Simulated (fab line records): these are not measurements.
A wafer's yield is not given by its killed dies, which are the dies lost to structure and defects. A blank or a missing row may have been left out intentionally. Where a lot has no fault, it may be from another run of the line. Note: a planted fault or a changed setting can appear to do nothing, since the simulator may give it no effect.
Split-lot trial + flow n5Finfet + on a route of 1938 steps: 7 lots, 21 wafers read

THE SPLIT ITSELF
At N5_BEOL_M11_PECVD_70 (deposits SiO2 from TEOS/O2, target thk 20 nm, time 22.7 s), the setting timeS was moved away from the recipe's 22.7 s on 7 of the 21 wafers read, by -14.6% to +5.9%. For the rest of the wafers, this setting stayed at what the recipe calls for.

FROM THE SPLIT TO THE READING: what the file shows between them, 9 steps
- N5_BEOL_M11_HM_DEP_02: deposits TiN, target thk 20 nm (also split here: targetThkA)
- N5_BEOL_M11_COAT_59: time 60 s, resist thk 100 nm
- N5_BEOL_M11_COAT_60: time 60 s, resist thk 30 nm
- N5_BEOL_M11_STRIP_68: strips in N2/H2
- N5_BEOL_M11_STRIP_67: strips in CF4
- N5_BEOL_M11_HM_OPEN_17: chemistry Cl2/BCl3, target TiN, target depth 20 nm, overetch 6 nm
- N5_BEOL_M11_VIA_ETCH_34: etches SiCOH lowk in C4F6/O2, target depth 184.5 nm, time 69.2 s (also split here: timeS)
- N5_BEOL_M11_ETCH_41: etches SiCN in CH3F/O2, target depth 42.6 nm, time 86 s (also split here: timeS)
- N5_BEOL_M11_STRIP_77: strips in N2/H2, time 10 s

THE READING
SiO2_of_BEOL_M11_PECVD_70.thkNm (the simulator's own value, which no gauge read), in nm, at N5_BEOL_M11_HM_STRIP_39 (strips TiN in peroxide tin strip, target depth 25 nm, time 158 s). There is no usual value for it anywhere in the file. Average 20.0 nm, standard deviation 0.32 nm, over the 14 wafers here run with the recipe.

| wafer  | tool, chamber at the split | timeS as run, s | against the recipe | SiO2_of_BEOL_M11_PECVD_70.thkNm, nm | against lot-mates on the recipe |
|--------|----------------------------|-----------------|--------------------|-------------------------------------|---------------------------------|
| L075.2 | pecvd-02, 0                | 22.7            | recipe             | 19.8                                | -                               |
| L075.4 | pecvd-02, 0                | 19.72           | -13.1%             | 17.2                                | -2.6                            |
| L075.6 | pecvd-02, 2                | 19.72           | -13.1%             | 17                                  | -2.8                            |
| L076.2 | pecvd-04, 1                | 22.7            | recipe             | 20                                  | -                               |
| L076.4 | pecvd-04, 0,1              | 22.7            | recipe             | 20.4                                | -                               |
| L076.6 | pecvd-04, 0,1              | 22.7            | recipe             | 20.4                                | -                               |
| L079.1 | pecvd-03, 0                | 22.7            | recipe             | 20                                  | -                               |
| L079.4 | pecvd-03, 1                | 24.05           | +5.9%              | 20.8                                | +0.6                            |
| L079.6 | pecvd-03, 0                | 22.7            | recipe             | 20.4                                | -                               |
| L083.2 | pecvd-04, 0                | 22.7            | recipe             | 20                                  | -                               |
| L083.4 | pecvd-04, 1                | 22.7            | recipe             | 20.4                                | -                               |
| L083.5 | pecvd-04, 2                | 19.38           | -14.6%             | 17.2                                | -3.0                            |
| L087.1 | pecvd-03, 2                | 21.33           | -6.0%              | 18.8                                | -0.8                            |
| L087.5 | pecvd-03, 1,0              | 22.7            | recipe             | 19.6                                | -                               |
| L087.6 | pecvd-03, 1,0              | 22.7            | recipe             | 19.6                                | -                               |
| L092.1 | pecvd-03, 2                | 22.7            | recipe             | 20                                  | -                               |
| L092.5 | pecvd-03, 1                | 20.8            | -8.4%              | 18                                  | -2.0                            |
| L092.6 | pecvd-03, 2                | 20.8            | -8.4%              | 18.2                                | -1.8                            |
| L096.2 | pecvd-03, 0,1              | 22.7            | recipe             | 19.6                                | -                               |
| L096.3 | pecvd-03, 1                | 22.7            | recipe             | 19.6                                | -                               |
| L096.4 | pecvd-03, 0,1              | 22.7            | recipe             | 19.6                                | -                               |
When a row names more than one chamber, that row covers several wafers, and the file does not tell which wafer ran in which chamber.

FIT RESULTS
A straight line over all 21 wafers: SiO2_of_BEOL_M11_PECVD_70.thkNm changes by +0.203 nm for each +1% of timeS; r = +0.97; the points scatter about the line by 0.31 nm.
The same after taking each lot's own level away (the mean of its wafers on the recipe; 21 wafers): +0.198 nm for each +1%; r = +0.98; scatter 0.22 nm.
On that fit, the largest move of timeS shifts the reading by 2.9 nm.
The lots' own levels span 19.60 to 20.27 nm, that is 2.1 times the standard deviation above.
So the lot-to-lot level changes the slope little: the two slopes agree.
Check: for one of the wafers moved furthest among these (-14.6%), held out of the fit, the line's prediction against its lot-mates is -2.91 nm. It came out at -3 nm against them.

OTHER SPLITS ON THESE WAFERS
Note: prior to the reading, these wafers also went through further splits. Each is held against what the fit with the lots' levels taken away leaves over:
| other split on the same wafers   | wafers away from the commonest value | r with SiO2_of_BEOL_M11_PECVD_70.thkNm (lot level and that fit taken away) |
|----------------------------------|--------------------------------------|----------------------------------------------------------------------------|
| N5_BEOL_M9_ETCH_66 timeS         | 9                                    | +0.10                                                                      |
| N5_BEOL_M9_TRENCH_ETCH_37 biasW  | 6                                    | -0.34                                                                      |
| N5_BEOL_M10_PECVD_70 tempC       | 4                                    | +0.24                                                                      |
| N5_BEOL_M10_COAT_60 spinRpm      | 8                                    | -0.33                                                                      |
| N5_BEOL_M11_HM_DEP_02 targetThkA | 5                                    | +0.05                                                                      |
| N5_BEOL_M11_VIA_ETCH_34 timeS    | 2                                    | +0.11                                                                      |
| N5_BEOL_M11_ETCH_41 timeS        | 4                                    | +0.05                                                                      |

THE WHOLE CHAIN: every reading that the file lists as answering this split, in the file's order
| step                    | what it does                                                     | reading                                                                          | change (the file's fit)               | r (the file's) |
|-------------------------|------------------------------------------------------------------|----------------------------------------------------------------------------------|---------------------------------------|----------------|
| N5_BEOL_M11_PECVD_70    | deposits SiO2 from TEOS/O2, target thk 20 nm, time 22.7 s        | SiO2_of_BEOL_M11_PECVD_70.thkNm (the simulator's own value, which no gauge read) | +0.191 nm for each +1% of the setting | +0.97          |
| N5_BEOL_M11_HM_STRIP_39 | strips TiN in peroxide tin strip, target depth 25 nm, time 158 s | SiO2_of_BEOL_M11_PECVD_70.thkNm (the simulator's own value, which no gauge read) | +0.196 nm for each +1% of the setting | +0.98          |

THE FILE'S OWN FIT
SiO2_of_BEOL_M11_PECVD_70.thkNm changes by +0.196 nm for each +1% of timeS, r = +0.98.
